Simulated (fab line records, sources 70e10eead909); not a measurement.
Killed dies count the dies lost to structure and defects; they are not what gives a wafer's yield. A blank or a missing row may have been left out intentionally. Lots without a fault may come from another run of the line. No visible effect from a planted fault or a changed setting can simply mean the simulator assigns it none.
Which tool did it? | flow nand harc | 24 lots, 72 wafers sampled, at 6 steps of a route of 1159

== WHAT EACH GAUGE READ, for each wafer ==
The record holds no reading of a measuring or inspecting step that can be judged against a usual standard deviation.

== TOOL THAT RAN EACH LOT (tool first, then ch and the chambers of the sampled wafers, then the start) ==
lot  | NHARC_A_ZERO_WELL_RTA_16         | NHARC_A_CHANNEL_HOLE_D1_ETCH_20  | NHARC_A_CHANNEL_FILL_D1_ALD_25   | NHARC_A_STAIRCASE_STRIP_175          | NHARC_A_STAIRCASE_TRIM_191                    | NHARC_A_STAIRCASE_TRIM_196
L074 | rtp anneal-02 ch 0, day 6 09:33  | har etch-02 ch 0, day 8 04:33    | ald hk-02 ch 0,1,3, day 10 03:16 | plasma asher-01 ch 0,1, day 10 22:52 | rie diel-01 ch 0,2,3, day 11 01:34 or earlier | rie diel-08 ch 0,2, day 11 01:34
L075 | rtp anneal-01 ch 0, day 6 10:16  | har etch-01 ch 0,1, day 8 03:01  | ald hk-01 ch 1,2,3, day 10 02:04 | plasma asher-01 ch 0,1, day 10 20:15 | rie diel-01 ch 1,2,3, day 10 23:53 or earlier | rie diel-01 ch 1,2, day 10 23:53
L076 | rtp anneal-02 ch 0, day 7 08:26  | har etch-02 ch 0,1, day 9 00:49  | ald hk-04 ch 1,2, day 10 19:07   | plasma asher-02 ch 0,1, day 11 11:58 | rie diel-01 ch 0,2,3, day 11 14:52 or earlier | rie diel-08 ch 1,2, day 11 14:52
L077 | rtp anneal-01 ch 0, day 7 08:35  | har etch-01 ch 0,1, day 9 01:03  | ald hk-02 ch 0,1,2, day 10 19:07 | plasma asher-01 ch 0,1, day 11 11:49 | rie diel-01 ch 0,1,2, day 11 14:42 or earlier | rie diel-08 ch 0,1,2, day 11 14:42
L079 | rtp anneal-01 ch 0, day 7 23:10  | har etch-02 ch 0,1, day 9 15:54  | ald hk-04 ch 0,1,2, day 11 11:08 | plasma asher-02 ch 0,1, day 12 05:00 | rie diel-08 ch 0,1, day 12 07:39 or earlier   | rie diel-01 ch 0,1,2, day 12 07:39
L078 | rtp anneal-02 ch 0, day 7 23:59  | har etch-01 ch 0,1, day 9 16:14  | ald hk-02 ch 0,1,3, day 11 11:08 | plasma asher-01 ch 0,1, day 12 05:25 | rie diel-08 ch 0,3, day 12 08:04 or earlier   | rie diel-08 ch 0,1,2, day 12 08:04
L080 | rtp anneal-02 ch 0, day 8 05:35  | har etch-02 ch 0,1, day 9 21:09  | ald hk-04 ch 1,2,3, day 11 16:41 | plasma asher-01 ch 0,1, day 12 11:28 | rie diel-08 ch 0,2,3, day 12 14:13 or earlier | rie diel-01 ch 0,1,2, day 12 14:13
L081 | rtp anneal-02 ch 0, day 8 13:31  | har etch-02 ch 0,1, day 10 08:01 | ald hk-02 ch 0,3, day 12 03:10   | plasma asher-02 ch 0,1, day 12 21:06 | rie diel-08 ch 0,1,3, day 12 23:56 or earlier | rie diel-08 ch 0,3, day 12 23:56
L082 | rtp anneal-02 ch 0, day 8 14:38  | har etch-01 ch 0,1, day 10 06:51 | ald hk-04 ch 2,3, day 12 03:10   | plasma asher-02 ch 0,1, day 12 22:17 | rie diel-08 ch 0,3, day 13 03:25 or earlier   | rie diel-01 ch 0,1,2, day 13 03:25
L083 | rtp anneal-02 ch 0, day 8 21:23  | har etch-01 ch 1, day 10 13:22   | ald hk-02 ch 1,2,3, day 12 14:31 | plasma asher-02 ch 0,1, day 13 07:43 | rie diel-01 ch 1,2, day 13 10:28 or earlier   | rie diel-08 ch 1,3, day 13 10:28
L084 | rtp anneal-01 ch 0, day 8 21:38  | har etch-02 ch 0,1, day 10 14:32 | ald hk-04 ch 0,1,2, day 12 13:44 | plasma asher-01 ch 0,1, day 13 06:58 | rie diel-08 ch 0,1,3, day 13 09:43 or earlier | rie diel-08 ch 0,1,3, day 13 09:43
L087 | rtp anneal-01 ch 0, day 10 00:13 | har etch-02 ch 0,1, day 11 16:03 | ald hk-02 ch 1,2,3, day 13 15:35 | plasma asher-02 ch 0,1, day 14 08:09 | rie diel-09 ch 0,1,2, day 14 10:56 or earlier | rie diel-08 ch 0,2,3, day 14 10:56
L086 | rtp anneal-01 ch 0, day 10 00:47 | har etch-01 ch 0,1, day 11 19:19 | ald hk-04 ch 0,1,3, day 13 15:13 | plasma asher-01 ch 0,1, day 14 08:33 | rie diel-09 ch 2,3, day 14 11:19 or earlier   | rie diel-09 ch 0,3, day 14 11:19
L085 | rtp anneal-02 ch 0, day 10 01:10 | har etch-01 ch 0,1, day 11 15:07 | ald hk-01 ch 0,2, day 13 13:22   | plasma asher-02 ch 0,1, day 14 08:29 | rie diel-08 ch 0,1, day 14 11:03 or earlier   | rie diel-08 ch 1,2,3, day 14 11:03
L088 | rtp anneal-01 ch 0, day 10 04:10 | har etch-02 ch 0,1, day 11 21:23 | ald hk-04 ch 1,2,3, day 13 19:43 | plasma asher-02 ch 0,1, day 14 14:08 | rie diel-09 ch 0,2,3, day 14 16:43 or earlier | rie diel-09 ch 0,1,3, day 14 16:43
L089 | rtp anneal-01 ch 0, day 10 11:00 | har etch-01 ch 0,1, day 12 03:32 | ald hk-01 ch 1,2,3, day 13 19:06 | plasma asher-01 ch 0,1, day 14 14:26 | rie diel-01 ch 0,1,3, day 14 17:24 or earlier | rie diel-08 ch 0,1,3, day 14 17:24
L091 | rtp anneal-01 ch 0, day 10 19:42 | har etch-02 ch 0,1, day 12 12:04 | ald hk-02 ch 1,2,3, day 14 07:46 | plasma asher-02 ch 0,1, day 15 01:38 | rie diel-09 ch 0,1, day 15 04:05 or earlier   | rie diel-08 ch 1,2, day 15 04:05
L090 | rtp anneal-01 ch 0, day 10 22:48 | har etch-01 ch 1, day 12 12:13   | ald hk-04 ch 0,2, day 14 07:10   | plasma asher-02 ch 1, day 15 01:59   | rie diel-01 ch 1,2, day 15 04:45 or earlier   | rie diel-09 ch 1,2,3, day 15 04:45
L092 | rtp anneal-02 ch 0, day 11 00:28 | har etch-02 ch 0,1, day 12 20:10 | ald hk-04 ch 0,1,3, day 14 18:57 | plasma asher-01 ch 0,1, day 15 12:00 | rie diel-08 ch 0,1,3, day 15 16:54 or earlier | rie diel-01 ch 1,2, day 15 16:54
L093 | rtp anneal-02 ch 0, day 11 08:04 | har etch-01 ch 0,1, day 12 20:29 | ald hk-04 ch 0,2, day 14 23:13   | plasma asher-01 ch 1, day 15 18:43   | rie diel-01 ch 2,3, day 15 21:14 or earlier   | rie diel-01 ch 0,2, day 15 21:14
L094 | rtp anneal-02 ch 0, day 11 17:36 | har etch-01 ch 0,1, day 13 11:59 | ald hk-04 ch 0,1, day 15 09:48   | plasma asher-01 ch 0,1, day 16 03:10 | rie diel-08 ch 0,2,3, day 16 06:06 or earlier | rie diel-01 ch 0,1, day 16 06:06
L096 | rtp anneal-01 ch 0, day 11 18:50 | har etch-02 ch 0,1, day 13 14:23 | ald hk-02 ch 1,2, day 15 10:17   | plasma asher-01 ch 0, day 16 02:56   | rie diel-09 ch 0,3, day 16 05:38 or earlier   | rie diel-01 ch 0,2,3, day 16 05:38
L095 | rtp anneal-01 ch 0, day 11 19:40 | har etch-02 ch 0,1, day 13 10:22 | ald hk-04 ch 2,3, day 15 13:31   | plasma asher-01 ch 0,1, day 16 07:43 | rie diel-08 ch 0,3, day 16 10:07 or earlier   | rie diel-08 ch 1,2, day 16 10:07
L097 | rtp anneal-02 ch 0, day 12 06:53 | har etch-02 ch 0,1, day 14 06:36 | ald hk-02 ch 0,3, day 16 07:17   | plasma asher-02 ch 0,1, day 17 02:46 | rie diel-08 ch 1,2, day 17 06:36 or earlier   | rie diel-01 ch 0,2,3, day 17 06:36
- NHARC_A_ZERO_WELL_RTA_16: time 10 s.
- NHARC_A_CHANNEL_HOLE_D1_ETCH_20: etches the open film in C4F8/O2/Ar, time 361.9 s, target depth 1600 nm.
- NHARC_A_CHANNEL_FILL_D1_ALD_25: deposits SiOx, target thk 60 nm, pulse time 10 s, ald cycles 600.
- NHARC_A_STAIRCASE_STRIP_175: strips in O2.
- NHARC_A_STAIRCASE_TRIM_191: chemistry O2, time 211.2 s.
- NHARC_A_STAIRCASE_TRIM_196: chemistry O2, time 211.2 s.

== WHAT THE TOOLS THEMSELVES READ (means of the sampled wafers that have a number; where no wafer has one, the mark that the record gives instead) ==
NHARC_A_ZERO_WELL_RTA_16. Usual: lamp power pct 27.9 %, standard deviation 0.79; lamp_zone_1_pct 27.9 %, standard deviation 0.79; lamp_zone_7_pct 28.4 %, standard deviation 0.8; wafer_temp_C_max 1004.5, standard deviation 0.89.
lot  | tool          | lamp power pct (%) | lamp_zone_1_pct (%) | lamp_zone_7_pct (%) | wafer_temp_C_max | flag
L074 | rtp anneal-02 | 28.7               | 28.7                | 29.2                | 1004.9           |
L075 | rtp anneal-01 | 27.1               | 27.1                | 27.6                | 1004.3           |
L076 | rtp anneal-02 | 28.7               | 28.7                | 29.2                | 1006.1           |
L077 | rtp anneal-01 | 27.1               | 27.1                | 27.6                | 1005.1           |
L079 | rtp anneal-01 | 27.1               | 27.1                | 27.5                | 1004.9           |
L078 | rtp anneal-02 | 28.7               | 28.7                | 29.2                | 1004.3           |
L080 | rtp anneal-02 | 28.7               | 28.7                | 29.2                | 1004.9           |
L081 | rtp anneal-02 | 28.7               | 28.7                | 29.2                | 1004.5           |
L082 | rtp anneal-02 | 28.7               | 28.7                | 29.2                | 1005.4           |
L083 | rtp anneal-02 | 28.7               | 28.7                | 29.1                | 1004.5           |
L084 | rtp anneal-01 | 27.1               | 27.1                | 27.6                | 1005.5           |
L087 | rtp anneal-01 | 27.1               | 27.1                | 27.6                | 1003.8           |
L086 | rtp anneal-01 | 27.1               | 27.1                | 27.5                | 1004.0           |
L085 | rtp anneal-02 | 28.7               | 28.6                | 29.1                | 1004.0           |
L088 | rtp anneal-01 | 27.1               | 27.1                | 27.5                | 1004.5           |
L089 | rtp anneal-01 | 27.1               | 27.1                | 27.5                | 1004.2           |
L091 | rtp anneal-01 | 27.1               | 27.1                | 27.5                | 1004.1           |
L090 | rtp anneal-01 | 27.1               | 27.1                | 27.6                | 1005.0           |
L092 | rtp anneal-02 | 28.7               | 28.7                | 29.1                | 1004.8           |
L093 | rtp anneal-02 | 28.7               | 28.7                | 29.2                | 1005.0           |
L094 | rtp anneal-02 | 28.7               | 28.7                | 29.1                | 1004.3           |
L096 | rtp anneal-01 | 27.1               | 27.1                | 27.5                | 1004.5           |
L095 | rtp anneal-01 | 27.2               | 27.1                | 27.6                | 1003.7           |
L097 | rtp anneal-02 | 28.7               | 28.7                | 29.2                | 1004.5           |

NHARC_A_CHANNEL_HOLE_D1_ETCH_20. Usual: drypump motor current A 5.3 A, standard deviation 0.32; showerhead plenum p Torr 3.72 Torr, standard deviation 0.092; throttle valve pct 32.156 %, standard deviation 0.0095.
lot  | tool        | drypump motor current A (A) | showerhead plenum p Torr (Torr) | throttle valve pct (%) | flag
L074 | har etch-02 | 5.6                         | 3.61                            | 32.155                 |
L075 | har etch-01 | 5.2                         | 3.79                            | 32.157                 |
L076 | har etch-02 | 5.6                         | 3.68                            | 32.154                 |
L077 | har etch-01 | 5.0                         | 3.74                            | 32.159                 |
L079 | har etch-02 | 5.6                         | 3.68                            | 32.157                 |
L078 | har etch-01 | 5.0                         | 3.74                            | 32.147                 |
L080 | har etch-02 | 5.5                         | 3.75                            | 32.144                 |
L081 | har etch-02 | 5.6                         | 3.67                            | 32.153                 |
L082 | har etch-01 | 5.0                         | 3.74                            | 32.153                 |
L083 | har etch-01 | 5.4                         | 3.81                            | 32.159                 |
L084 | har etch-02 | 5.6                         | 3.67                            | 32.154                 |
L087 | har etch-02 | 5.5                         | 3.74                            | 32.157                 |
L086 | har etch-01 | 5.2                         | 3.77                            | 32.160                 |
L085 | har etch-01 | 5.2                         | 3.77                            | 32.159                 |
L088 | har etch-02 | 5.5                         | 3.74                            | 32.158                 |
L089 | har etch-01 | 5.0                         | 3.73                            | 32.161                 |
L091 | har etch-02 | 5.6                         | 3.66                            | 32.158                 |
L090 | har etch-01 | 5.4                         | 3.80                            | 32.151                 |
L092 | har etch-02 | 5.5                         | 3.73                            | 32.150                 |
L093 | har etch-01 | 5.0                         | 3.72                            | 32.155                 |
L094 | har etch-01 | 5.2                         | 3.76                            | 32.155                 |
L096 | har etch-02 | 5.5                         | 3.73                            | 32.160                 |
L095 | har etch-02 | 5.5                         | 3.73                            | 32.162                 |
L097 | har etch-02 | 5.5                         | 3.72                            | 32.155                 |

NHARC_A_CHANNEL_FILL_D1_ALD_25. Usual: heater power w 490 W, standard deviation 59; precursor pulse height rel 1.000, standard deviation 0.019.
lot  | tool      | heater power w (W) | precursor pulse height rel | flag
L074 | ald hk-02 | 453                | 0.998                      |
L075 | ald hk-01 | 539                | 1.008                      |
L076 | ald hk-04 | 522                | 1.010                      |
L077 | ald hk-02 | 425                | 1.006                      |
L079 | ald hk-04 | 526                | 1.001                      |
L078 | ald hk-02 | 445                | 0.991                      |
L080 | ald hk-04 | 536                | 1.003                      |
L081 | ald hk-02 | 488                | 1.009                      |
L082 | ald hk-04 | 510                | 1.014                      |
L083 | ald hk-02 | 436                | 0.998                      |
L084 | ald hk-04 | 523                | 0.993                      |
L087 | ald hk-02 | 416                | 0.989                      |
L086 | ald hk-04 | 528                | 1.001                      |
L085 | ald hk-01 | 452                | 1.019                      |
L088 | ald hk-04 | 533                | 0.989                      |
L089 | ald hk-01 | 533                | 0.995                      |
L091 | ald hk-02 | 415                | 1.006                      |
L090 | ald hk-04 | 489                | 1.009                      |
L092 | ald hk-04 | 536                | 0.993                      |
L093 | ald hk-04 | 500                | 1.001                      |
L094 | ald hk-04 | 525                | 0.985                      |
L096 | ald hk-02 | 397                | 1.010                      |
L095 | ald hk-04 | 511                | 1.023                      |
L097 | ald hk-02 | 462                | 0.986                      |

NHARC_A_STAIRCASE_STRIP_175. Usual: drypump motor current A 5.58 A, standard deviation 0.16; heater power w 326 W, standard deviation 31.
lot  | tool            | drypump motor current A (A) | heater power w (W) | flag
L074 | plasma asher-01 | 5.62                        | 306                |
L075 | plasma asher-01 | 5.64                        | 304                |
L076 | plasma asher-02 | 5.60                        | 337                |
L077 | plasma asher-01 | 5.63                        | 305                |
L079 | plasma asher-02 | 5.60                        | 340                |
L078 | plasma asher-01 | 5.62                        | 302                |
L080 | plasma asher-01 | 5.63                        | 335                |
L081 | plasma asher-02 | 5.60                        | 341                |
L082 | plasma asher-02 | 5.59                        | 343                |
L083 | plasma asher-02 | 5.47                        | 331                |
L084 | plasma asher-01 | 5.63                        | 327                |
L087 | plasma asher-02 | 5.61                        | 343                |
L086 | plasma asher-01 | 5.64                        | 324                |
L085 | plasma asher-02 | 5.43                        | 339                |
L088 | plasma asher-02 | 5.46                        | 336                |
L089 | plasma asher-01 | 5.63                        | 302                |
L091 | plasma asher-02 | 5.45                        | 336                |
L090 | plasma asher-02 | 5.75                        | 342                |
L092 | plasma asher-01 | 5.63                        | 321                |
L093 | plasma asher-01 | 5.63                        | 281                |
L094 | plasma asher-01 | 5.64                        | 301                |
L096 | plasma asher-01 | 5.63                        | 348                |
L095 | plasma asher-01 | 5.63                        | 304                |
L097 | plasma asher-02 | 5.59                        | 346                |

NHARC_A_STAIRCASE_TRIM_191. Usual: drypump motor current A 5.58 A, standard deviation 0.28; oes product au 0.996 a.u., standard deviation 0.01; rf vpp V 57.8 V, standard deviation 0.93; showerhead plenum p Torr 3.50 Torr, standard deviation 0.14; throttle valve pct 17.036 %, standard deviation 0.0098.
lot  | tool        | drypump motor current A (A) | oes product au (a.u.) | rf vpp V (V) | showerhead plenum p Torr (Torr) | throttle valve pct (%) | flag
L074 | rie diel-01 | 5.40                        | 1.004                 | 57.9         | 3.61                            | 17.029                 |
L075 | rie diel-01 | 5.44                        | 0.997                 | 58.5         | 3.69                            | 17.035                 |
L076 | rie diel-01 | 5.38                        | 0.997                 | 57.5         | 3.60                            | 17.040                 |
L077 | rie diel-01 | 5.62                        | 1.007                 | 58.4         | 3.65                            | 17.042                 |
L079 | rie diel-08 | 5.66                        | 0.981                 | 58.1         | 3.40                            | 17.024                 |
L078 | rie diel-08 | 5.79                        | 0.986                 | 57.6         | 3.34                            | 17.032                 |
L080 | rie diel-08 | 5.73                        | 0.989                 | 57.8         | 3.44                            | 17.031                 |
L081 | rie diel-08 | 5.69                        | 0.990                 | 57.6         | 3.39                            | 17.036                 |
L082 | rie diel-08 | 5.80                        | 0.981                 | 57.5         | 3.33                            | 17.042                 |
L083 | rie diel-01 | 5.66                        | 1.001                 | 58.7         | 3.66                            | 17.035                 |
L084 | rie diel-08 | 5.68                        | 0.989                 | 57.0         | 3.39                            | 17.039                 |
L087 | rie diel-09 | 5.39                        | 0.997                 | 58.5         | 3.45                            | 17.040                 |
L086 | rie diel-09 | 5.77                        | 0.993                 | 58.0         | 3.45                            | 17.040                 |
L085 | rie diel-08 | 5.69                        | 0.991                 | 56.7         | 3.39                            | 17.039                 |
L088 | rie diel-09 | 5.56                        | 1.003                 | 57.6         | 3.48                            | 17.027                 |
L089 | rie diel-01 | 5.40                        | 1.003                 | 58.0         | 3.64                            | 17.040                 |
L091 | rie diel-09 | 5.17                        | 1.008                 | 57.1         | 3.47                            | 17.034                 |
L090 | rie diel-01 | 5.65                        | 1.001                 | 59.0         | 3.71                            | 17.039                 |
L092 | rie diel-08 | 5.68                        | 0.994                 | 57.6         | 3.37                            | 17.043                 |
L093 | rie diel-01 | 5.46                        | 0.988                 | 57.9         | 3.61                            | 17.031                 |
L094 | rie diel-08 | 5.72                        | 0.998                 | 57.9         | 3.42                            | 17.035                 |
L096 | rie diel-09 | 5.31                        | 1.006                 | 57.9         | 3.50                            | 17.041                 |
L095 | rie diel-08 | 5.79                        | 0.994                 | 57.3         | 3.31                            | 17.041                 |
L097 | rie diel-08 | 5.47                        | 0.998                 | 58.2         | 3.52                            | 17.036                 |

NHARC_A_STAIRCASE_TRIM_196. Usual: drypump motor current A 5.57 A, standard deviation 0.25; oes product au 0.996 a.u., standard deviation 0.01; rf vpp V 57.8 V, standard deviation 0.91; showerhead plenum p Torr 3.52 Torr, standard deviation 0.14; throttle valve pct 17.036 %, standard deviation 0.0095.
lot  | tool        | drypump motor current A (A) | oes product au (a.u.) | rf vpp V (V) | showerhead plenum p Torr (Torr) | throttle valve pct (%) | flag
L074 | rie diel-08 | 5.73                        | 0.986                 | 57.6         | 3.45                            | 17.032                 |
L075 | rie diel-01 | 5.67                        | 1.003                 | 57.8         | 3.68                            | 17.031                 |
L076 | rie diel-08 | 5.50                        | 1.002                 | 57.1         | 3.55                            | 17.043                 |
L077 | rie diel-08 | 5.58                        | 1.002                 | 58.3         | 3.50                            | 17.042                 |
L079 | rie diel-01 | 5.62                        | 1.007                 | 58.0         | 3.64                            | 17.028                 |
L078 | rie diel-08 | 5.61                        | 0.995                 | 58.1         | 3.49                            | 17.041                 |
L080 | rie diel-01 | 5.60                        | 1.003                 | 58.7         | 3.64                            | 17.024                 |
L081 | rie diel-08 | 5.80                        | 0.978                 | 58.0         | 3.34                            | 17.038                 |
L082 | rie diel-01 | 5.61                        | 1.004                 | 58.0         | 3.64                            | 17.033                 |
L083 | rie diel-08 | 5.67                        | 0.984                 | 58.3         | 3.38                            | 17.028                 |
L084 | rie diel-08 | 5.69                        | 0.987                 | 57.8         | 3.39                            | 17.035                 |
L087 | rie diel-08 | 5.69                        | 0.990                 | 57.1         | 3.43                            | 17.044                 |
L086 | rie diel-09 | 5.30                        | 1.001                 | 57.4         | 3.51                            | 17.037                 |
L085 | rie diel-08 | 5.60                        | 0.992                 | 58.6         | 3.47                            | 17.032                 |
L088 | rie diel-09 | 5.51                        | 1.000                 | 57.9         | 3.53                            | 17.032                 |
L089 | rie diel-08 | 5.67                        | 0.996                 | 57.4         | 3.38                            | 17.038                 |
L091 | rie diel-08 | 5.53                        | 1.005                 | 58.5         | 3.58                            | 17.034                 |
L090 | rie diel-09 | 5.74                        | 0.998                 | 58.5         | 3.50                            | 17.033                 |
L092 | rie diel-01 | 5.68                        | 0.995                 | 57.9         | 3.65                            | 17.040                 |
L093 | rie diel-01 | 5.63                        | 0.997                 | 58.1         | 3.57                            | 17.032                 |
L094 | rie diel-01 | 5.59                        | 1.001                 | 57.9         | 3.68                            | 17.034                 |
L096 | rie diel-01 | 5.37                        | 1.006                 | 58.1         | 3.58                            | 17.039                 |
L095 | rie diel-08 | 5.53                        | 0.994                 | 58.0         | 3.57                            | 17.034                 |
L097 | rie diel-01 | 5.41                        | 0.993                 | 58.3         | 3.58                            | 17.033                 |

== THE ANSWER, worked out from the rows above alone ==
Rule: a lot counts as off when the mean over its wafers that have a number is more than 3 standard deviations away from the usual mean. Also off: a lot with no number at a reading for which 4 or more lots have one. All remaining lots with rows at the step are treated as sound. After the gauges, taken in route order, come the tools' own readings; for these a lot's mean is taken, as printed above. At the first step where some lot is off, the reading lying furthest off is the one used; lots without a number count as furthest.
Across all readings shown, no lot is off: no conclusion can be drawn from this.

== WHAT THE SIMULATOR PUT IN ==
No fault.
